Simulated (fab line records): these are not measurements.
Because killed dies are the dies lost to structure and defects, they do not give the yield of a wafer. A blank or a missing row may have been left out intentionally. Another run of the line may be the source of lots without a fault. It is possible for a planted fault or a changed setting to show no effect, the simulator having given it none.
Chamber matching | flow n5-finfet | N5_SD_EPI_N_LINER_46 on ald-sin-04 has 4 sister chambers
The step material SiNx, target thk 3 nm. 24 wafers are shown with their chamber, then 12 later ones without.

== WAFERS, EACH WITH ITS CHAMBER ==
wafer  | chamber | heater-power-w (W)
L078.1 | 1       | 850
L078.2 | 0       | 789
L078.3 | 3       | 761
L080.1 | 2       | 924
L080.4 | 0       | 811
L080.5 | 0       | 776
L081.1 | 2       | 926
L081.2 | 0       | 784
L081.6 | 0       | 807
L082.1 | 3       | 780
L082.3 | 0       | 786
L082.4 | 0       | 802
L083.3 | 0       | 801
L083.5 | 3       | 781
L083.6 | 2       | 926
L087.2 | 0       | 814
L087.4 | 3       | 792
L087.6 | 3       | 801
L088.2 | 0       | 781
L088.4 | 2       | 917
L088.6 | 1       | 833
L090.2 | 2       | 942
L090.3 | 3       | 766
L090.5 | 2       | 982

SIGNATURES (means of the wafers above)
reading        | chamber 0 | chamber 1 | chamber 2 | chamber 3 | scatter within a chamber
heater-power-w | 795.10    | 841.50    | 936.17    | 780.17    | 17
Rule: distance of a wafer from a chamber = root of the sum over the readings of ((wafer's reading minus chamber's mean) / reading's scatter) squared. The wafer belongs to the nearest chamber; if the next one is less than 2 further off, it can't be placed. How the scatter is found: for the shown wafers, subtract from each reading the mean of its chamber, square and add these, divide the total by (wafers less chambers), then take the root.

== WAFERS WITHOUT THEIR CHAMBER ==
wafer  | heater-power-w (W)
L091.3 | 932
L091.4 | 935
L091.6 | 816
L092.2 | 801
L092.3 | 818
L092.5 | 799
L096.3 | 763
L096.5 | 823
L096.6 | 799
L097.1 | 796
L097.3 | 792
L097.4 | 781

== WHICH CHAMBER EACH ONE RAN IN ==
wafer  | from the rows above          | in truth
L091.3 | 2                            | 2
L091.4 | 2                            | 2
L091.6 | can't be placed: 0 or 1 or 3 | 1
L092.2 | can't be placed: 0 or 3      | 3
L092.3 | can't be placed: 0 or 1 or 3 | 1
L092.5 | can't be placed: 0 or 3      | 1
L096.3 | can't be placed: 3 or 0      | 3
L096.5 | can't be placed: 1 or 0 or 3 | 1
L096.6 | can't be placed: 0 or 3      | 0
L097.1 | can't be placed: 0 or 3      | 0
L097.3 | can't be placed: 0 or 3      | 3
L097.4 | can't be placed: 3 or 0      | 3
Placed correctly: 2 of 12. From these rows, 10 cannot be placed; in 9 the true chamber is one of the candidates. Number placed wrongly: 0.
